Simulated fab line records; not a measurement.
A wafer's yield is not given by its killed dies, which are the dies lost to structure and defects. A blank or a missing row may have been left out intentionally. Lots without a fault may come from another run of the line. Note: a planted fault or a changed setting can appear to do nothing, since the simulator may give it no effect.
Struck lot and sound lot, side by side	flow n5_finfet	37 steps out of a route of 1938
Sound: the wafers L352.1, L352.3, L352.6. Struck: wafer L364.4 (left out: L364.1, L364.5 of the same lot, which were not struck); the cause appears at the end.
For every step that has rows: the tool of each side, followed by ch and its chambers, followed by its first start. Under that, the readings that differ: sound wafers	struck wafers	difference of the means	sigmas: that difference in standard deviations of wafers without a fault.
alike: readings with means less than 2 such deviations apart, plus words and numbers identical on both sides. not compared: withheld readings, readings lacking a value on some wafer, bounds such as >300 that could conceal the same value, and numbers that have no deviation in the record and whose values overlap.
Wherever a step has rows on one side only, a row that says differs or no value, or a row with sigmas, the two part there. Numbers that don't overlap but have no deviation are shown without sigmas and don't part them. Lack of a reading on every wafer of one side parts them only where that side has two or more wafers.

first, 10 steps without rows for these wafers: N5_BEOL_M8_ILD_DEP_00 (deposits SiCOH lowk from DEMS/porogen, target thk 179.75 nm, time 33.4 s); N5_BEOL_M8_CURE_74 (cures SiCOH lowk, time 240 s); N5_BEOL_M8_PECVD_70 (deposits SiO2 from TEOS/O2, target thk 20 nm, time 22.7 s); N5_BEOL_M8_HM_DEP_02 (deposits TiN, target thk 20 nm); N5_BEOL_M8_COAT_59 (time 60 s, resist thk 100 nm); N5_BEOL_M8_COAT_60 (time 60 s, resist thk 35 nm); N5_BEOL_M8_COAT_05 (resist thk 90 nm); N5_BEOL_M8_EBR_07; N5_BEOL_M8_SOFTBAKE_06 (time 60 s); N5_BEOL_M8_EXPOSE_08 (exposes mask M8).
N5_BEOL_M8_PEB_09: peb time 60 s.
  sound on litho_track-05 ch 0, day 10 10:18; struck on litho_track-05 ch 0, day 13 15:50
then, 1 step without rows for these wafers: N5_BEOL_M8_DEVELOP_10 (develop time 30 s).
N5_BEOL_M8_CD_MEAS_11: the cd target is 38.5 nm.
  sound on cd_sem-03 ch 0, day 10 10:22; struck on cd_sem-02 ch 0, day 13 15:54
reading	sound	struck	difference	sigmas
cd_nm (nm)	37.8 39.7 38.6	42.5	+3.8	+6
then, 1 step without rows for these wafers: N5_BEOL_M8_DESCUM_16 (chemistry O2, time 7.9 s).
N5_BEOL_M8_ETCH_61: etches SiARC in CF4, target depth 45.5 nm, time 75.8 s.
  sound on rie_diel-01 ch 1,2,3, day 10 10:37; struck on rie_diel-02 ch 1, day 13 16:02
reading	sound	struck	difference	sigmas
model.BEOL_M8.cd_offset_nm (nm)	-0.2 0.6 0	3.8	+3.7	
  alike: drypump_motor_current_A, etch_rf_on_time_s, mfc_ar_sccm, oes_product_au, rf_vpp_V, showerhead_plenum_p_Torr, throttle_valve_pct
  not compared: rf_hours_counter_h
then, 3 steps without rows for these wafers: N5_BEOL_M8_ETCH_62 (etches SOC in N2/H2, target depth 110 nm, overetch 22 nm, time 165 s); N5_BEOL_M8_STRIP_68 (strips in N2/H2); N5_BEOL_M8_STRIP_67 (strips in CF4).
N5_BEOL_M8_HM_OPEN_17: chemistry Cl2/BCl3, target TiN, target depth 20 nm, overetch 6 nm.
  sound on rie_metal-03 ch 0,1, day 10 10:52; struck on rie_metal-02 ch 1, day 13 16:16
reading	sound	struck	difference	sigmas
model.BEOL_M8.cd_offset_nm (nm)	0.4 1 0.4	4.4	+3.8	
  alike: drypump_motor_current_A, mfc_ar_sccm, oes_ar_750_au, oes_product_au, throttle_valve_pct
  not compared: rf_hours_counter_h
then, 1 step without rows for these wafers: N5_BEOL_M8_STRIP_19 (strips in O2).
N5_BEOL_M8_CD_MEAS_18: pitch 80 nm, target cd 40 nm.
  sound: cd_sem-03 at day 10 11:06; struck: cd_sem-01 at day 13 16:28
reading	sound	struck	difference	sigmas
cd_nm (nm)	40.5 40.8 40.1	44.5	+4.0	+6
then, 14 steps without rows for these wafers: N5_BEOL_M8_COAT_63 (time 60 s, resist thk 60 nm); N5_BEOL_M8_COAT_64 (time 60 s, resist thk 12 nm); N5_BEOL_M8_COAT_71 (time 60 s, resist thk 5 nm); N5_BEOL_M8_COAT_22 (resist thk 30 nm); N5_BEOL_M8_EBR_24; N5_BEOL_M8_SOFTBAKE_23 (time 60 s); N5_BEOL_M8_EXPOSE_25 (exposes mask V7, target cd 40 nm); N5_BEOL_M8_PEB_26 (peb time 60 s); N5_BEOL_M8_DEVELOP_27 (develop time 30 s); N5_BEOL_M8_DESCUM_33 (chemistry O2, time 7 s); N5_BEOL_M8_ETCH_72 (etches underlayer in N2/H2, target depth 6.5 nm, time 5.2 s); N5_BEOL_M8_ETCH_65 (etches SiARC in CF4, target depth 15.6 nm, time 26 s); N5_BEOL_M8_ETCH_66 (etches SOC in N2/H2, target depth 80 nm, overetch 16 nm, time 120 s); N5_BEOL_M8_STRIP_69 (strips in N2/H2).
-- a jump in the record: the struck wafers' starts before and after are 2 days apart (it breaks off in module BEOL_M8 and resumes in module BEOL_M15, where the first step shown is number 1830 of the route) --
N5_BEOL_M15_RC_MEAS_101:
  sound on prober-02 ch 0, day 12 17:23; struck on prober-02 ch 0, day 16 00:04
reading	sound	struck	difference	sigmas
COMB_M5 (S/m)	3.5e-11 2.3e-11 3.2e-11	5e-11	+2e-11	+3
COMB_M9 (S/m)	1.32e-11 1.45e-11 1.67e-11	8.7e-12	-6.1e-12	-2
SERP_M14 (ohm/um)	0.165 0.170 0.163	0.148	-0.018	-3
SERP_M9 (ohm/um)	3.05 3.04 2.97	3.25	+0.23	+2
  alike: etest_temp_c, COMB_M10, COMB_M11, COMB_M12, COMB_M13, COMB_M13_max_site, COMB_M14, COMB_M15, COMB_M15_max_site, COMB_M6, COMB_M7, COMB_M8, SERP_M10, SERP_M11, SERP_M12, SERP_M13, SERP_M5, SERP_M6, SERP_M7, SERP_M8, SERP_M8_max_site
N5_PASSIVATION_PROBE_49:
  record: rows for the struck wafers here (prober-01, day 16 16:17), none for the sound ones

WHERE THEY PART
At N5_BEOL_M8_CD_MEAS_11 first; at N5_PASSIVATION_PROBE_49 last (within this record only).

WHY: whatever the simulator had introduced
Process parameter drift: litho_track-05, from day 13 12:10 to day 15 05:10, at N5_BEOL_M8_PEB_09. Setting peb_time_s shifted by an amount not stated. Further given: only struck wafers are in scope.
